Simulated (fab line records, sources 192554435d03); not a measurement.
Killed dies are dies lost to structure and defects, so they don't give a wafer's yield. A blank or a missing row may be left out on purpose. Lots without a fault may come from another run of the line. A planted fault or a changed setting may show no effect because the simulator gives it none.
A struck lot beside a sound one | flow n5_finfet | 40 steps out of a route of 1938
Sound: wafers L170.1, L170.2, L170.5. Struck: wafers L162.2, L162.5. (L162.3 of the same lot was not struck and is left out.) The cause comes at the end.
At each step with rows: each side's tool, then ch and its chambers, then its first start. Under that, the readings that differ: sound wafers | struck wafers | difference of the means | sigmas: that difference in standard deviations of wafers without a fault.
alike: readings whose means differ by less than 2 such deviations, and words and numbers that are the same on both sides. not compared: withheld readings, readings that some wafer has no value for, bounds like >300 that may hide the same value, and numbers for which the record gives no deviation and whose values overlap.
The two part at a step that has a row with sigmas, a row that says differs or no value, or rows on one side only. Numbers that don't overlap but have no deviation are shown without sigmas and don't part them. A reading that every wafer of one side lacks parts them only if that side has two wafers or more.

first, 10 steps without rows for these wafers: N5_PMOS_HMC_CHANNEL_EPI_PRECLEAN_37 (cleans in O3/DIW, time 45 s); N5_PMOS_HMC_CHANNEL_EPI_PRECLEAN_24 (cleans in DHF, time 30 s); N5_PMOS_HMC_CHANNEL_EPI_SRD_25 (time 30 s); N5_PMOS_HMC_CHANNEL_EPI_EPI_26 (deposits Si from SiH4/H2, target thk 3.8 nm, time 22.7 s); N5_FIN_SAQP_PRECLEAN_42 (cleans in O3/DIW, time 60 s); N5_FIN_SAQP_PRECLEAN_00 (cleans in SC1, time 60 s); N5_FIN_SAQP_PRECLEAN_44 (cleans in SC2, time 45 s); N5_FIN_SAQP_SRD_01 (time 30 s); N5_FIN_SAQP_ALD_61 (deposits SiO2, target thk 4 nm, pulse time 1 s, purge time 2 s); N5_FIN_SAQP_DENSIFY_62 (time 60 s).
N5_FIN_SAQP_HM_DEP_03: deposits SiNx from SiH4/NH3/N2, target thk 38 nm, time 33.6 s.
  sound on pecvd-03 ch 0,1, day 7 14:24; struck on pecvd-04 ch 0, day 5 15:27
  reading                                      | sound             | struck      | difference | sigmas
  model.SiNx_of_FIN_SAQP_HM_DEP_03.thk_nm (nm) | 38.05 37.81 38.34 | 62.17 63.25 | +24.64     |
  alike: heater_power_w, showerhead_plenum_p_Torr, throttle_valve_pct
N5_FIN_SAQP_THK_MEAS_05:
  sound on film_metro-01, day 7 14:29; struck on film_metro-02, day 5 15:32
  reading     | sound          | struck    | difference | sigmas
  thk_nm (nm) | 38.0 37.8 38.4 | 62.2 63.3 | +24.7      | +56
then, 24 steps without rows for these wafers: N5_FIN_SAQP_PECVD_47 (deposits a-Si from SiH4/He, target thk 45 nm, time 36.3 s); N5_FIN_SAQP_PECVD_48 (deposits SiNx from SiH4/NH3/N2, target thk 25 nm, time 22.1 s); N5_FIN_SAQP_PECVD_06 (deposits a-Si from SiH4/He, target thk 60 nm, time 48.1 s); N5_FIN_SAQP_HM_DEP_72 (deposits SiO2 from SiH4/N2O, target thk 12 nm, time 7.2 s); N5_FIN_SAQP_COAT_49 (time 60 s, resist thk 100 nm); N5_FIN_SAQP_COAT_50 (time 60 s, resist thk 35 nm); N5_FIN_SAQP_COAT_10 (resist thk 90 nm); N5_FIN_SAQP_EBR_12; N5_FIN_SAQP_SOFTBAKE_11 (time 60 s); N5_FIN_SAQP_EXPOSE_13 (exposes mask FIN CORE, target cd 35.6 nm); N5_FIN_SAQP_PEB_14 (peb time 60 s); N5_FIN_SAQP_DEVELOP_15 (develop time 30 s); N5_FIN_SAQP_DESCUM_21 (chemistry O2, time 7.9 s); N5_FIN_SAQP_ETCH_51 (etches SiARC in CF4, target depth 45.5 nm, time 75.8 s); N5_FIN_SAQP_ETCH_52 (etches SOC in N2/H2, target depth 100 nm, overetch 20 nm, time 150 s); N5_FIN_SAQP_STRIP_53 (strips in N2/H2); N5_FIN_SAQP_HM_OPEN_73 (chemistry CHF3/O2, target SiO2, stops on a-Si, target depth 12 nm, time 16.8 s); N5_FIN_SAQP_STRIP_74 (strips in CHF3/O2); N5_FIN_SAQP_MANDREL_ETCH_22 (etches a-Si in HBr/Cl2, stops on SiNx, target depth 60 nm, bt time 10 s, time 30 s); N5_FIN_SAQP_STRIP_55 (strips in N2/H2); N5_FIN_SAQP_STRIP_23 (strips in SPM, time 750 s); N5_FIN_SAQP_SRD_66 (time 30 s); N5_FIN_SAQP_RECESS_75 (chemistry HF/NH3, target SiO2, target depth 14.4 nm, afs cycles 3, sublimation time 60 s); N5_FIN_SAQP_SPACER1_ALD_24 (deposits SiO2, target thk 20.3 nm, pulse time 1 s, purge time 2 s).
N5_FIN_SAQP_HM_OPEN_33: chemistry CH3F/O2, target SiNx, target depth 49.4 nm, time 70.6 s.
  sound on rie_diel-04 ch 0,2,3, day 7 19:44; struck on rie_diel-05 ch 1,2, day 5 20:44
  reading                   | sound             | struck      | difference | sigmas
  etch_rf_on_time_s (s)     | 69.0 67.9 67.7    | 114.5 114.2 | +46.1      | +38
  model.etch.depth_nm (nm)  | 37.42 37.16 37.69 | 61.5 62.58  | +24.6      |
  model.FIN_SAQP.cd_nm (nm) | 8 8.2 8           | 7.6 7.6     | -0.5       |
  alike: drypump_motor_current_A, mfc_ar_sccm, oes_product_au, rf_vpp_V, showerhead_plenum_p_Torr, throttle_valve_pct
  not compared: rf_hours_counter_h
N5_FIN_SAQP_FIN_ETCH_36: etches the open film in HBr/Cl2/O2, target depth 120 nm, time 50.4 s.
  sound on rie_si-05 ch 0,2, day 7 20:01; struck on rie_si-06 ch 0,3, day 5 21:02
  reading                   | sound   | struck  | difference | sigmas
  model.FIN_SAQP.cd_nm (nm) | 8 8.4 8 | 7.6 7.6 | -0.5       |
  alike: drypump_motor_current_A, oes_product_au, throttle_valve_pct
  not compared: rf_hours_counter_h
N5_STI_FIN_REVEAL_RECESS_09: chemistry HF/NH3, target SiO2, afs cycles 11, target depth 42.5 nm, sublimation time 60 s.
  sound on vapor_etch-01 ch 0,1, day 8 03:40; struck on vapor_etch-01 ch 0,1, day 6 04:59
  reading                                      | sound          | struck    | difference | sigmas
  model.SiNx_of_FIN_SAQP_HM_DEP_03.thk_nm (nm) | 18.2 17.8 18.4 | 42.4 43.4 | +24.8      |
  alike: drypump_motor_current_A
-- the record jumps here: 6 days lie between the struck wafers' starts before and after (it left off in module STI_FIN_REVEAL and takes up again in module BEOL_M4, whose first step shown is number 1111 of the route) --
N5_BEOL_M4_RC_MEAS_101:
  sound on prober-01 ch 0, day 14 01:10; struck on prober-02 ch 0, day 11 20:56
  reading        | sound             | struck      | difference | sigmas
  DIBL_P (mV/V)  | 35.1 38.7 35.4    | 33.1 31.9   | -3.9       | -3
  IOFF_N (nA/um) | 0.131 0.198 0.136 | 0.118 0.105 | -0.044     | -2
  ION_N (uA/um)  | 674 678 668       | 659 648     | -20        | -3
  alike: DIBL_N, IOFF_P, ION_P, SS_N, SS_P, VT_N, VT_P

WHERE THEY PART
First at N5_FIN_SAQP_THK_MEAS_05; last, within this record, at N5_BEOL_M4_RC_MEAS_101.

WHY: what the simulator had put in
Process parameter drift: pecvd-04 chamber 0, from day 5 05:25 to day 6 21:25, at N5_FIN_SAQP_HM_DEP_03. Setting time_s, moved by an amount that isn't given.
